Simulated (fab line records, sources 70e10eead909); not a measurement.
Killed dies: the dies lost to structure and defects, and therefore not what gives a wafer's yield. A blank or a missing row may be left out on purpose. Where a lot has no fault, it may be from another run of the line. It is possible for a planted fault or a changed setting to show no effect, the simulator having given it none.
fab line records -- flow nand-harc
record: lots: 24, wafers: 72, last-day: 24
route steps=1159 shown P_CONTACT@252 P_M0@265 P_M1@296
lots untouched by any fault: they come from a run of this same line in which no faults occurred
start-h: hours from the record's first day to the start of the lot's first wafer shown -- wait-h: how many hours have passed since the lot's step before this one -- " same as the row above -- L1.1+2: a row that stands for several wafers -- - value missing, or start not given -- * or withheld: withheld -- < > ~ a bound
route shown NAME@n: names a module that has steps shown in the file, with the first one's number in the route -- usual: the fault-free wafers' mean and standard deviation -- same: alike in all rows -- chamber/n: place in a boat -- sites: readings site by site -- _std_site: their standard deviation -- _edge_site: the outer-site mean with the inner-site mean subtracted -- radius-mm: how far each site lies from the wafer's centre -- mask NAME#n: copy n -- behind: tool/chamber where the wafer was last shaped -- hold: the reason the lot was held/the length of the hold in hours/how it ended -- device: names the non-switching transistor (n, p or np) -- end of line: tests run on the same wafers once the route is complete -- a step given without rows: its recipe and nothing more -- killed: not the wafer's yield, but the dies lost to structure and defects at the first sort -- map: a wafer's dies, x killed, . not, _ none there
set.NAME: setting as actually run; set.NAME@STEP: the setting as run at that earlier step -- model.NAME: the simulator's own value behind a step, which no gauge read
a sample of lots followed through the steps of the route, with each step as a table and each wafer as a row
services: when a tool's chamber went out of use (start-h, in hours from the record's first day, below 0 if earlier), for how many hours, and the reason
== steps ==
step: NHARC_P_CONTACT_INSPECT_27
usual: raw-defect-count: 278/100
lot.wafer,tool,chamber,start-h,wait-h,raw-defect-count
L075.1,defect-inspect-02,-,122.20,0.1,331
L075.2,defect-inspect-02,-,122.20,0.1,270
L075.4,defect-inspect-02,-,122.20,0.1,207
L074.1,defect-inspect-02,-,124.44,0.1,353
L074.5,defect-inspect-02,-,124.44,0.1,188
L074.6,defect-inspect-02,-,124.44,0.1,376
L076.3,defect-inspect-02,-,127.78,0.1,246
L076.4,defect-inspect-02,-,127.78,0.1,211
L076.5,defect-inspect-02,-,127.78,0.1,172
L078.2,defect-inspect-01,-,139.49,0.1,254
L078.4,defect-inspect-01,-,139.49,0.1,189
L078.5,defect-inspect-01,-,139.49,0.1,474
L077.2,defect-inspect-01,-,140.60,0.1,552
L077.3,defect-inspect-01,-,140.60,0.1,448
L077.4,defect-inspect-01,-,140.60,0.1,472
L079.1,defect-inspect-02,-,140.95,0.1,178
L079.4,defect-inspect-02,-,140.95,0.1,327
L079.5,defect-inspect-02,-,140.95,0.1,357
L080.3,defect-inspect-02,-,152.10,0.1,442
L080.5,defect-inspect-02,-,152.10,0.1,310
L080.6,defect-inspect-02,-,152.10,0.1,361
L081.3,defect-inspect-01,-,165.63,0.1,378
L081.4,defect-inspect-01,-,165.63,0.1,424
L081.6,defect-inspect-01,-,165.63,0.1,398
L083.1,defect-inspect-01,-,165.86,0.1,234
L083.2,defect-inspect-01,-,165.86,0.1,338
L083.5,defect-inspect-01,-,165.86,0.1,376
L082.2,defect-inspect-02,-,167.03,0.1,202
L082.3,defect-inspect-02,-,167.03,0.1,194
L082.6,defect-inspect-02,-,167.03,0.1,268
L084.1,defect-inspect-01,-,187.72,0.1,380
L084.2,defect-inspect-01,-,187.72,0.1,444
L084.5,defect-inspect-01,-,187.72,0.1,350
L086.2,defect-inspect-02,-,189.62,0.1,136
L086.3,defect-inspect-02,-,189.62,0.1,247
L086.4,defect-inspect-02,-,189.62,0.1,170
L085.1,defect-inspect-02,-,189.89,0.1,185
L085.3,defect-inspect-02,-,189.89,0.1,153
L085.4,defect-inspect-02,-,189.89,0.1,187
L087.1,defect-inspect-02,-,190.16,0.1,320
L087.2,defect-inspect-02,-,190.16,0.1,380
L087.3,defect-inspect-02,-,190.16,0.1,209
L089.2,defect-inspect-01,-,206.44,0.1,328
L089.4,defect-inspect-01,-,206.44,0.1,427
L089.5,defect-inspect-01,-,206.44,0.1,379
L090.2,defect-inspect-02,-,207.46,0.1,221
L090.3,defect-inspect-02,-,207.46,0.1,218
L090.6,defect-inspect-02,-,207.46,0.1,311
L088.2,defect-inspect-02,-,208.02,0.1,536
L088.3,defect-inspect-02,-,208.02,0.1,356
L088.6,defect-inspect-02,-,208.02,0.1,211
L091.3,defect-inspect-01,-,214.04,0.1,220
L091.4,defect-inspect-01,-,214.04,0.1,491
L091.6,defect-inspect-01,-,214.04,0.1,279
L092.2,defect-inspect-02,-,220.58,0.1,183
L092.4,defect-inspect-02,-,220.58,0.1,270
L092.5,defect-inspect-02,-,220.58,0.1,233
L093.2,defect-inspect-01,-,229.88,0.1,200
L093.3,defect-inspect-01,-,229.88,0.1,212
L093.5,defect-inspect-01,-,229.88,0.1,149
L095.1,defect-inspect-02,-,234.70,0.1,303
L095.4,defect-inspect-02,-,234.70,0.1,223
L095.6,defect-inspect-02,-,234.70,0.1,291
L094.1,defect-inspect-02,-,235.26,0.1,162
L094.4,defect-inspect-02,-,235.26,0.1,361
L094.6,defect-inspect-02,-,235.26,0.1,229
L096.1,defect-inspect-02,-,255.37,0.1,144
L096.4,defect-inspect-02,-,255.37,0.1,176
L096.6,defect-inspect-02,-,255.37,0.1,192
L097.1,defect-inspect-01,-,255.41,0.1,344
L097.4,defect-inspect-01,-,255.41,0.1,306
L097.6,defect-inspect-01,-,255.41,0.1,208
step: NHARC_P_M0_INSPECT_11
usual: raw-defect-count: 3.6/2.3
lot.wafer,tool,chamber,start-h,wait-h,raw-defect-count
L075.1,defect-inspect-02,-,123.23,0.0,3
L075.2,defect-inspect-02,-,123.23,0.0,1
L075.4,defect-inspect-02,-,123.23,0.0,2
L074.1,defect-inspect-02,-,125.46,0.0,1
L074.5,defect-inspect-02,-,125.46,0.0,1
L074.6,defect-inspect-02,-,125.46,0.0,1
L076.3,defect-inspect-01,-,128.80,0.0,2
L076.4,defect-inspect-01,-,128.80,0.0,3
L076.5,defect-inspect-01,-,128.80,0.0,2
L078.2,defect-inspect-01,-,140.39,0.0,3
L078.4,defect-inspect-01,-,140.39,0.0,7
L078.5,defect-inspect-01,-,140.39,0.0,3
L077.2,defect-inspect-01,-,141.72,0.0,3
L077.3,defect-inspect-01,-,141.72,0.0,4
L077.4,defect-inspect-01,-,141.72,0.0,3
L079.1,defect-inspect-02,-,142.12,0.0,1
L079.4,defect-inspect-02,-,142.12,0.0,4
L079.5,defect-inspect-02,-,142.12,0.0,3
L080.3,defect-inspect-02,-,153.13,0.0,1
L080.5,defect-inspect-02,-,153.13,0.0,7
L080.6,defect-inspect-02,-,153.13,0.0,1
L081.3,defect-inspect-01,-,166.71,0.0,1
L081.4,defect-inspect-01,-,166.71,0.0,1
L081.6,defect-inspect-01,-,166.71,0.0,3
L083.1,defect-inspect-02,-,166.90,0.0,1
L083.2,defect-inspect-02,-,166.90,0.0,7
L083.5,defect-inspect-02,-,166.90,0.0,4
L082.2,defect-inspect-02,-,167.94,0.0,0
L082.3,defect-inspect-02,-,167.94,0.0,3
L082.6,defect-inspect-02,-,167.94,0.0,0
L084.1,defect-inspect-02,-,188.62,0.0,3
L084.2,defect-inspect-02,-,188.62,0.0,2
L084.5,defect-inspect-02,-,188.62,0.0,0
L086.2,defect-inspect-01,-,190.65,0.0,1
L086.3,defect-inspect-01,-,190.65,0.0,3
L086.4,defect-inspect-01,-,190.65,0.0,1
L085.1,defect-inspect-01,-,190.92,0.0,3
L085.3,defect-inspect-01,-,190.92,0.0,7
L085.4,defect-inspect-01,-,190.92,0.0,3
L087.1,defect-inspect-02,-,191.20,0.0,5
L087.2,defect-inspect-02,-,191.20,0.0,8
L087.3,defect-inspect-02,-,191.20,0.0,2
L089.2,defect-inspect-01,-,207.46,0.0,1
L089.4,defect-inspect-01,-,207.46,0.0,2
L089.5,defect-inspect-01,-,207.46,0.0,4
L090.2,defect-inspect-02,-,208.50,0.0,6
L090.3,defect-inspect-02,-,208.50,0.0,7
L090.6,defect-inspect-02,-,208.50,0.0,7
L088.2,defect-inspect-02,-,208.95,0.1,2
L088.3,defect-inspect-02,-,208.95,0.1,1
L088.6,defect-inspect-02,-,208.95,0.1,1
L091.3,defect-inspect-01,-,215.07,0.0,2
L091.4,defect-inspect-01,-,215.07,0.0,6
L091.6,defect-inspect-01,-,215.07,0.0,8
L092.2,defect-inspect-01,-,221.64,0.0,8
L092.4,defect-inspect-01,-,221.64,0.0,7
L092.5,defect-inspect-01,-,221.64,0.0,6
L093.2,defect-inspect-02,-,230.90,0.0,3
L093.3,defect-inspect-02,-,230.90,0.0,10
L093.5,defect-inspect-02,-,230.90,0.0,3
L095.1,defect-inspect-01,-,235.72,0.0,5
L095.4,defect-inspect-01,-,235.72,0.0,4
L095.6,defect-inspect-01,-,235.72,0.0,1
L094.1,defect-inspect-02,-,236.28,0.0,4
L094.4,defect-inspect-02,-,236.28,0.0,2
L094.6,defect-inspect-02,-,236.28,0.0,4
L096.1,defect-inspect-01,-,256.27,0.0,6
L096.4,defect-inspect-01,-,256.27,0.0,3
L096.6,defect-inspect-01,-,256.27,0.0,6
L097.1,defect-inspect-02,-,256.43,0.0,8
L097.4,defect-inspect-02,-,256.43,0.0,12
L097.6,defect-inspect-02,-,256.43,0.0,6
step: NHARC_P_M0_STRIP_18
recipe: power-w: 1000, n2-flow-sccm: 150, h2-flow-sccm: 150, ar-flow-sccm: 0, bias-w: 0, chemistry: N2/H2
usual: drypump-motor-current-A: 5.8/0.49, h2-flow-sccm: 149.9/0.47, oes-product-au: 0.997/0.0094, rf-vpp-V: 90.8/1.1, showerhead-plenum-p-Torr: 2.06/0.11, throttle-valve-pct: 14.171/0.0078
lot.wafer,tool,chamber,start-h,wait-h,drypump-motor-current-A,h2-flow-sccm,oes-product-au,rf-hours-counter-h,rf-vpp-V,showerhead-plenum-p-Torr,throttle-valve-pct
L075.4,rie-diel-13,3,123.67,0.1,5.0,149.9,1.009,1,91.0,1.98,14.172
L075.1,rie-diel-13,0,123.67,0.1,6.7,150.5,1.009,2,90.0,1.91,14.153
L075.2,rie-diel-13,1,123.67,0.1,6.0,150.4,1.010,1,91.4,2.07,14.155
L074.1,rie-diel-12,1,125.92,0.1,5.8,150.0,0.991,7,88.1,1.90,14.157
L074.6,rie-diel-12,3,125.92,0.1,6.2,150.9,1.007,-,89.0,2.19,14.165
L074.5,rie-diel-12,1,125.92,0.1,5.8,150.2,0.993,-,90.1,1.90,14.175
L076.3,rie-diel-13,0,129.24,0.1,6.7,150.3,1.006,2,88.9,1.91,14.169
L076.4,rie-diel-13,3,129.24,0.1,5.0,150.0,1.012,2,89.0,1.98,14.175
L076.5,rie-diel-13,1,129.24,0.1,6.0,149.1,1.008,-,91.0,2.07,14.161
L078.2,rie-diel-06,0,140.85,0.1,5.2,150.2,0.995,4,91.3,2.11,14.177
L078.4,rie-diel-06,2,140.85,0.1,5.4,149.0,0.995,6,91.0,2.01,14.177
L078.5,rie-diel-06,3,140.85,0.1,5.4,149.7,1.000,-,91.5,2.16,14.178
L077.3,rie-diel-06,3,142.15,0.1,5.4,149.8,0.990,5,90.2,2.16,14.163
L077.2,rie-diel-06,0,142.15,0.1,5.2,149.6,0.998,4,90.8,2.11,14.167
L077.4,rie-diel-06,2,142.15,0.1,5.4,150.2,0.992,6,89.5,2.01,14.180
L079.4,rie-diel-12,2,142.57,0.1,6.7,149.8,1.008,8,91.6,2.15,14.158
L079.1,rie-diel-12,1,142.57,0.1,5.8,150.4,0.999,8,89.9,1.90,14.167
L079.5,rie-diel-12,3,142.57,0.1,6.2,150.3,1.008,-,91.7,2.19,14.171
L080.3,rie-diel-12,1,153.60,0.1,5.8,150.1,0.983,8,89.1,1.90,14.166
L080.5,rie-diel-12,0,153.60,0.1,5.6,150.5,0.988,-,92.0,1.95,14.165
L080.6,rie-diel-12,1,153.60,0.1,5.8,149.7,0.995,-,89.2,1.90,14.163
L081.3,rie-diel-13,2,167.18,0.1,5.9,150.2,0.990,4,89.6,1.91,14.182
L081.4,rie-diel-13,0,167.18,0.1,6.7,150.0,1.007,5,89.3,1.91,14.172
L081.6,rie-diel-13,1,167.18,0.1,6.0,149.7,1.005,-,92.5,2.07,14.172
L083.1,rie-diel-12,3,167.35,0.1,6.1,149.5,1.003,9,91.4,2.19,14.175
L083.2,rie-diel-12,0,167.35,0.1,5.7,150.4,0.991,7,90.1,1.95,14.181
L083.5,rie-diel-12,2,167.35,0.1,6.7,151.2,1.005,-,91.5,2.14,14.170
L082.3,rie-diel-12,2,168.37,0.1,6.7,150.2,0.988,9,92.0,2.15,14.170
L082.2,rie-diel-12,3,168.37,0.1,6.1,149.3,0.988,9,92.3,2.19,14.165
L082.6,rie-diel-12,3,168.37,0.1,6.2,150.0,0.984,-,91.0,2.19,14.149
L084.1,rie-diel-13,1,189.05,0.1,6.0,150.4,0.997,6,91.1,2.07,14.180
L084.2,rie-diel-13,2,189.05,0.1,6.0,150.3,0.985,6,90.5,1.90,14.169
L084.5,rie-diel-13,1,189.05,0.1,6.0,149.9,0.995,-,90.5,2.07,14.158
L086.3,rie-diel-06,0,191.10,0.1,5.2,150.9,0.990,8,89.8,2.11,14.169
L086.4,rie-diel-06,1,191.10,0.1,5.9,149.4,0.992,8,92.8,2.20,14.179
L086.2,rie-diel-06,2,191.10,0.1,5.4,149.7,0.977,10,90.2,2.01,14.173
L085.3,rie-diel-06,3,191.36,0.1,5.4,149.7,0.991,9,91.5,2.16,14.160
L085.4,rie-diel-06,0,191.36,0.1,5.2,149.6,0.999,8,91.9,2.11,14.163
L085.1,rie-diel-06,1,191.36,0.1,5.8,149.7,1.010,8,91.7,2.20,14.167
L087.2,rie-diel-12,2,191.63,0.1,6.7,149.1,1.003,10,91.3,2.14,14.176
L087.3,rie-diel-12,0,191.63,0.1,5.7,150.0,0.990,8,90.6,1.95,14.173
L087.1,rie-diel-12,1,191.63,0.1,5.8,149.5,0.996,10,90.9,1.90,14.179
L089.2,rie-diel-13,2,207.92,0.1,6.0,149.7,1.001,7,88.9,1.90,14.166
L089.4,rie-diel-13,0,207.92,0.1,6.7,150.9,1.011,7,90.5,1.91,14.173
L089.5,rie-diel-13,2,207.92,0.1,5.9,150.2,0.998,-,88.6,1.90,14.170
L090.3,rie-diel-06,2,209.00,0.1,5.4,150.6,0.978,11,92.0,2.01,14.169
L090.2,rie-diel-06,3,209.00,0.1,5.4,149.6,0.983,11,91.1,2.16,14.174
L090.6,rie-diel-06,0,209.00,0.1,5.2,149.8,1.001,-,92.0,2.11,14.167
L088.2,rie-diel-06,3,209.43,0.1,5.4,150.2,0.993,11,90.4,2.16,14.167
L088.3,rie-diel-06,0,209.43,0.1,5.2,150.3,0.998,10,90.7,2.11,14.180
L088.6,rie-diel-06,1,209.43,0.1,5.9,150.3,1.011,-,91.7,2.20,14.158
L091.4,rie-diel-06,3,215.56,0.1,5.4,150.0,0.996,12,90.9,2.16,14.176
L091.3,rie-diel-06,0,215.56,0.1,5.2,150.0,0.992,11,92.0,2.11,14.167
L091.6,rie-diel-06,1,215.56,0.1,5.8,149.8,1.004,-,91.9,2.20,14.170
L092.4,rie-diel-12,2,222.13,0.1,6.7,150.4,0.987,1,90.3,2.14,14.173
L092.2,rie-diel-12,3,222.13,0.1,6.2,149.5,0.997,1,93.3,2.19,14.164
L092.5,rie-diel-12,1,222.13,0.1,5.8,149.6,1.003,-,89.4,1.90,14.181
L093.2,rie-diel-13,3,231.39,0.1,5.0,149.5,1.015,11,87.8,1.98,14.165
L093.3,rie-diel-13,0,231.39,0.1,6.7,149.4,1.010,10,89.7,1.91,14.170
L093.5,rie-diel-13,2,231.39,0.1,5.9,149.6,0.994,-,89.7,1.90,14.180
L095.1,rie-diel-06,2,236.16,0.1,5.3,150.2,0.978,13,91.0,2.01,14.176
L095.4,rie-diel-06,3,236.16,0.1,5.4,150.5,0.979,13,90.6,2.16,14.170
L095.6,rie-diel-06,3,236.16,0.1,5.4,149.9,0.985,-,91.8,2.16,14.186
L094.4,rie-diel-12,2,236.73,0.1,6.7,149.8,0.996,2,91.5,2.14,14.164
L094.1,rie-diel-12,0,236.73,0.1,5.6,149.4,0.985,1,90.0,1.95,14.172
L094.6,rie-diel-12,2,236.73,0.1,6.7,150.1,0.984,-,90.9,2.14,14.171
L096.4,rie-diel-06,3,256.73,0.1,5.3,150.0,1.015,1,93.1,2.16,14.166
L096.1,rie-diel-06,0,256.73,0.1,5.2,150.5,1.004,1,92.2,2.11,14.182
L096.6,rie-diel-06,2,256.73,0.1,5.4,149.1,0.997,-,89.3,2.01,14.171
L097.4,rie-diel-12,2,256.92,0.1,6.7,148.9,0.988,3,91.5,2.14,14.161
L097.1,rie-diel-12,3,256.92,0.1,6.2,149.6,1.000,3,93.2,2.19,14.167
L097.6,rie-diel-12,0,256.92,0.1,5.7,149.1,0.991,-,90.7,1.95,14.172
step: NHARC_P_M0_PRE_CLEAN_29
recipe: time-s: 30, temp-c: 280, gas: H2/He
usual: heater-power-w: 412/40
same: time-s: 30
lot.wafer,tool,chamber,start-h,wait-h,heater-power-w
L075.1,pvd-sputter-01,-,-,-,411
L075.2,pvd-sputter-01,-,-,-,441
L075.4,pvd-sputter-01,-,-,-,471
L074.1,pvd-sputter-03,-,-,-,442
L074.6,pvd-sputter-03,-,-,-,424
L074.5,pvd-sputter-03,-,-,-,451
L076.3,pvd-sputter-03,-,-,-,431
L076.4,pvd-sputter-03,-,-,-,439
L076.5,pvd-sputter-03,-,-,-,443
L078.2,pvd-sputter-02,-,-,-,350
L078.4,pvd-sputter-02,-,-,-,349
L078.5,pvd-sputter-02,-,-,-,360
L077.3,pvd-sputter-02,-,-,-,365
L077.4,pvd-sputter-02,-,-,-,439
L077.2,pvd-sputter-02,-,-,-,343
L079.4,pvd-sputter-03,-,-,-,456
L079.1,pvd-sputter-03,-,-,-,440
L079.5,pvd-sputter-03,-,-,-,430
L080.3,pvd-sputter-03,-,-,-,421
L080.5,pvd-sputter-03,-,-,-,451
L080.6,pvd-sputter-03,-,-,-,431
L081.4,pvd-sputter-02,-,-,-,358
L081.3,pvd-sputter-02,-,-,-,452
L081.6,pvd-sputter-02,-,-,-,440
L083.1,pvd-sputter-03,-,-,-,414
L083.2,pvd-sputter-03,-,-,-,438
L083.5,pvd-sputter-03,-,-,-,448
L082.3,pvd-sputter-01,-,-,-,395
L082.2,pvd-sputter-01,-,-,-,404
L082.6,pvd-sputter-01,-,-,-,416
L084.1,pvd-sputter-02,-,-,-,381
L084.2,pvd-sputter-02,-,-,-,437
L084.5,pvd-sputter-02,-,-,-,374
L086.3,pvd-sputter-01,-,-,-,427
L086.2,pvd-sputter-01,-,-,-,480
L086.4,pvd-sputter-01,-,-,-,401
L085.4,pvd-sputter-02,-,-,-,429
L085.3,pvd-sputter-02,-,-,-,371
L085.1,pvd-sputter-02,-,-,-,354
L087.2,pvd-sputter-03,-,-,-,428
L087.1,pvd-sputter-03,-,-,-,435
L087.3,pvd-sputter-03,-,-,-,450
L089.2,pvd-sputter-02,-,-,-,438
L089.4,pvd-sputter-02,-,-,-,361
L089.5,pvd-sputter-02,-,-,-,377
L090.2,pvd-sputter-01,-,-,-,405
L090.3,pvd-sputter-01,-,-,-,472
L090.6,pvd-sputter-01,-,-,-,472
L088.2,pvd-sputter-03,-,-,-,445
L088.3,pvd-sputter-03,-,-,-,425
L088.6,pvd-sputter-03,-,-,-,452
L091.3,pvd-sputter-03,-,-,-,349
L091.4,pvd-sputter-03,-,-,-,449
L091.6,pvd-sputter-03,-,-,-,439
L092.2,pvd-sputter-01,-,-,-,466
L092.4,pvd-sputter-01,-,-,-,412
L092.5,pvd-sputter-01,-,-,-,478
L093.3,pvd-sputter-03,-,-,-,463
L093.2,pvd-sputter-03,-,-,-,446
L093.5,pvd-sputter-03,-,-,-,351
L095.1,pvd-sputter-02,-,-,-,436
L095.4,pvd-sputter-02,-,-,-,364
L095.6,pvd-sputter-02,-,-,-,344
L094.1,pvd-sputter-03,-,-,-,430
L094.4,pvd-sputter-03,-,-,-,357
L094.6,pvd-sputter-03,-,-,-,426
L096.4,pvd-sputter-01,-,-,-,399
L096.1,pvd-sputter-01,-,-,-,483
L096.6,pvd-sputter-01,-,-,-,394
L097.4,pvd-sputter-03,-,-,-,419
L097.1,pvd-sputter-03,-,-,-,442
L097.6,pvd-sputter-03,-,-,-,439
step: NHARC_P_M1_OVL_MEAS_10
recipe: pitch-nm: 260
usual: overlay-x-nm: -0.2/1.1, overlay-y-nm: 0.0/0.82
lot.wafer,tool,chamber,start-h,wait-h,overlay-x-nm,overlay-y-nm
L075.1,overlay-01,-,127.11,-,-0.2,-0.3
L075.2,overlay-01,-,127.11,-,-0.3,0.3
L075.4,overlay-01,-,127.11,-,-0.5,0.5
L074.1,overlay-01,-,129.72,-,0.2,-1.4
L074.5,overlay-01,-,129.72,-,0.0,-0.8
L074.6,overlay-01,-,129.72,-,0.0,-1.4
L076.3,overlay-01,-,132.69,-,0.6,0.9
L076.4,overlay-01,-,132.69,-,-0.2,0.3
L076.5,overlay-01,-,132.69,-,-0.2,0.4
L078.2,overlay-02,-,144.58,-,-0.8,1.4
L078.4,overlay-02,-,144.58,-,-1.0,1.1
L078.5,overlay-02,-,144.58,-,-1.3,1.3
L077.2,overlay-02,-,145.61,-,-1.1,-0.5
L077.3,overlay-02,-,145.61,-,-1.4,-0.3
L077.4,overlay-02,-,145.61,-,-0.9,-0.5
L079.1,overlay-02,-,146.31,-,-0.6,-0.4
L079.4,overlay-02,-,146.31,-,-0.3,0.0
L079.5,overlay-02,-,146.31,-,-0.1,-0.5
L080.3,overlay-02,-,157.03,-,-0.1,-0.3
L080.5,overlay-02,-,157.03,-,0.0,-0.3
L080.6,overlay-02,-,157.03,-,0.3,-1.2
L081.3,overlay-02,-,170.63,-,-0.3,0.0
L081.4,overlay-02,-,170.63,-,-0.2,-1.0
L081.6,overlay-02,-,170.63,-,0.3,-0.7
L083.1,overlay-01,-,170.96,-,-1.0,0.0
L083.2,overlay-01,-,170.96,-,-0.3,0.3
L083.5,overlay-01,-,170.96,-,-0.9,-0.1
L082.2,overlay-01,-,172.01,-,0.4,0.2
L082.3,overlay-01,-,172.01,-,0.3,0.2
L082.6,overlay-01,-,172.01,-,0.9,0.2
L084.1,overlay-02,-,192.66,-,-2.7,0.1
L084.2,overlay-02,-,192.66,-,-1.6,0.8
L084.5,overlay-02,-,192.66,-,-2.1,1.1
L086.2,overlay-01,-,194.78,-,0.2,1.6
L086.3,overlay-01,-,194.78,-,0.3,1.5
L086.4,overlay-01,-,194.78,-,0.5,0.7
L085.1,overlay-02,-,195.44,-,-2.5,-0.6
L085.3,overlay-02,-,195.44,-,-2.6,0.1
L085.4,overlay-02,-,195.44,-,-2.6,0.4
L087.1,overlay-01,-,195.89,-,-1.4,-0.1
L087.2,overlay-01,-,195.89,-,-0.8,-0.2
L087.3,overlay-01,-,195.89,-,-0.8,-0.3
L089.2,overlay-01,-,211.52,-,-0.3,-1.5
L089.4,overlay-01,-,211.52,-,-0.5,-0.9
L089.5,overlay-01,-,211.52,-,-0.7,-1.5
L090.2,overlay-02,-,212.53,-,0.6,-0.2
L090.3,overlay-02,-,212.53,-,0.5,-0.4
L090.6,overlay-02,-,212.53,-,0.5,-0.5
L088.2,overlay-02,-,213.00,-,0.4,0.6
L088.3,overlay-02,-,213.00,-,0.1,0.5
L088.6,overlay-02,-,213.00,-,0.8,0.4
L091.3,overlay-02,-,219.29,-,2.4,0.4
L091.4,overlay-02,-,219.29,-,1.8,1.0
L091.6,overlay-02,-,219.29,-,2.0,0.6
L092.2,overlay-02,-,225.75,-,0.9,0.2
L092.4,overlay-02,-,225.75,-,0.9,-0.8
L092.5,overlay-02,-,225.75,-,0.8,0.0
L093.2,overlay-02,-,234.80,-,1.8,0.6
L093.3,overlay-02,-,234.80,-,1.2,0.8
L093.5,overlay-02,-,234.80,-,1.4,0.6
L095.1,overlay-02,-,239.80,-,-1.9,0.8
L095.4,overlay-02,-,239.80,-,-2.3,1.2
L095.6,overlay-02,-,239.80,-,-2.7,1.0
L094.1,overlay-02,-,240.44,-,0.6,0.8
L094.4,overlay-02,-,240.44,-,0.1,0.4
L094.6,overlay-02,-,240.44,-,0.2,0.8
L096.1,overlay-02,-,260.26,-,-0.4,-1.8
L096.4,overlay-02,-,260.26,-,-0.7,-1.5
L096.6,overlay-02,-,260.26,-,-0.1,-2.2
L097.1,overlay-02,-,260.59,-,0.4,0.4
L097.4,overlay-02,-,260.59,-,1.3,0.2
L097.6,overlay-02,-,260.59,-,0.6,0.7
step: NHARC_P_M1_PRE_CLEAN_32
recipe: time-s: 12, temp-c: 370, rf-power-w: 300, gas: NH3
usual: heater-power-w: 660/87
same: time-s: 12
lot.wafer,tool,chamber,start-h,wait-h,heater-power-w
L075.1,pecvd-02,2,129.87,0.1,735
L075.2,pecvd-02,1,129.87,0.1,600
L075.4,pecvd-02,0,129.87,0.1,559
L074.1,pecvd-01,1,132.49,0.1,634
L074.5,pecvd-01,1,132.49,0.1,631
L074.6,pecvd-01,2,132.49,0.1,592
L076.3,pecvd-04,2,135.58,0.1,722
L076.4,pecvd-04,0,135.58,0.1,495
L076.5,pecvd-04,1,135.58,0.1,833
L078.2,pecvd-01,0,147.39,0.1,689
L078.5,pecvd-01,1,147.39,0.1,621
L078.4,pecvd-01,2,147.39,0.1,620
L077.2,pecvd-01,0,148.36,0.1,683
L077.3,pecvd-01,1,148.36,0.1,677
L077.4,pecvd-01,0,148.36,0.1,704
L079.1,pecvd-01,0,149.08,0.1,684
L079.5,pecvd-01,1,149.08,0.1,651
L079.4,pecvd-01,2,149.08,0.1,641
L080.3,pecvd-01,0,159.84,0.1,680
L080.5,pecvd-01,1,159.84,0.1,679
L080.6,pecvd-01,2,159.84,0.1,650
L081.3,pecvd-02,2,173.38,0.1,781
L081.6,pecvd-02,0,173.38,0.1,605
L081.4,pecvd-02,1,173.38,0.1,684
L083.1,pecvd-02,1,174.00,0.1,690
L083.2,pecvd-02,2,174.00,0.1,685
L083.5,pecvd-02,0,174.00,0.1,551
L082.2,pecvd-04,2,174.76,0.1,632
L082.3,pecvd-04,0,174.76,0.1,466
L082.6,pecvd-04,0,174.76,0.1,463
L084.1,pecvd-02,1,195.45,0.1,641
L084.2,pecvd-02,2,195.45,0.1,754
L084.5,pecvd-02,0,195.45,0.1,621
L086.2,pecvd-02,0,197.52,0.1,600
L086.3,pecvd-02,2,197.52,0.1,755
L086.4,pecvd-02,2,197.52,0.1,738
L085.3,pecvd-01,0,198.83,0.7,592
L085.1,pecvd-01,1,198.83,0.7,630
L085.4,pecvd-01,2,198.83,0.7,603
L087.2,pecvd-02,0,199.04,0.5,585
L087.3,pecvd-02,1,199.04,0.5,667
L087.1,pecvd-02,2,199.04,0.5,811
L089.2,pecvd-02,1,214.32,0.1,665
L089.4,pecvd-02,0,214.32,0.1,554
L089.5,pecvd-02,2,214.32,0.1,682
L090.3,pecvd-02,0,215.31,0.1,574
L090.2,pecvd-02,1,215.31,0.1,600
L090.6,pecvd-02,2,215.31,0.1,764
L088.3,pecvd-02,0,215.95,0.1,613
L088.2,pecvd-02,1,215.95,0.1,621
L088.6,pecvd-02,1,215.95,0.1,598
L091.3,pecvd-01,0,222.05,0.1,607
L091.4,pecvd-01,0,222.05,0.1,597
L091.6,pecvd-01,2,222.05,0.1,602
L092.2,pecvd-04,2,228.57,0.1,724
L092.4,pecvd-04,2,228.57,0.1,733
L092.5,pecvd-04,0,228.57,0.1,552
L093.2,pecvd-04,1,237.61,0.1,840
L093.3,pecvd-04,2,237.61,0.1,782
L093.5,pecvd-04,1,237.61,0.1,843
L095.1,pecvd-02,0,243.00,0.1,548
L095.6,pecvd-02,1,243.00,0.1,656
L095.4,pecvd-02,0,243.00,0.1,554
L094.1,pecvd-04,1,243.24,0.1,826
L094.6,pecvd-04,1,243.24,0.1,829
L094.4,pecvd-04,0,243.24,0.1,554
L096.1,pecvd-01,2,263.03,0.1,632
L096.6,pecvd-01,2,263.03,0.1,626
L096.4,pecvd-01,0,263.03,0.1,608
L097.1,pecvd-04,0,264.08,0.8,507
L097.6,pecvd-04,2,264.08,0.8,647
L097.4,pecvd-04,0,264.08,0.8,505
== services ==
tool,chamber,start-h,hours,kind
pvd-sputter-03,-,102.00,10.0,pm
rie-diel-12,1,103.57,3.7,repair
rie-diel-06,3,112.39,3.6,repair
rie-diel-06,3,120.76,5.2,repair
pvd-sputter-03,-,144.15,2.6,repair
pecvd-02,-,153.01,13.0,pm
pecvd-02,0,153.01,13.0,vent-cycle
pecvd-02,1,153.01,13.0,vent-cycle
pecvd-02,2,153.01,13.0,vent-cycle
pvd-sputter-01,-,158.00,10.0,pm
pecvd-02,0,166.01,-,clean
pecvd-02,1,166.01,-,clean
pecvd-02,2,166.01,-,clean
pvd-sputter-01,-,172.96,3.9,repair
rie-diel-06,3,174.56,3.6,repair
pecvd-04,-,195.00,13.0,pm
rie-diel-12,-,202.40,9.0,pm
pvd-sputter-02,-,203.59,1.1,repair
pvd-sputter-02,-,214.01,10.0,pm
pecvd-04,-,222.64,4.0,repair
pecvd-01,-,237.10,13.0,pm
rie-diel-06,-,241.20,9.0,pm
rie-diel-12,0,244.61,4.6,repair
pecvd-02,2,262.31,14.6,repair
== key ==
fault none
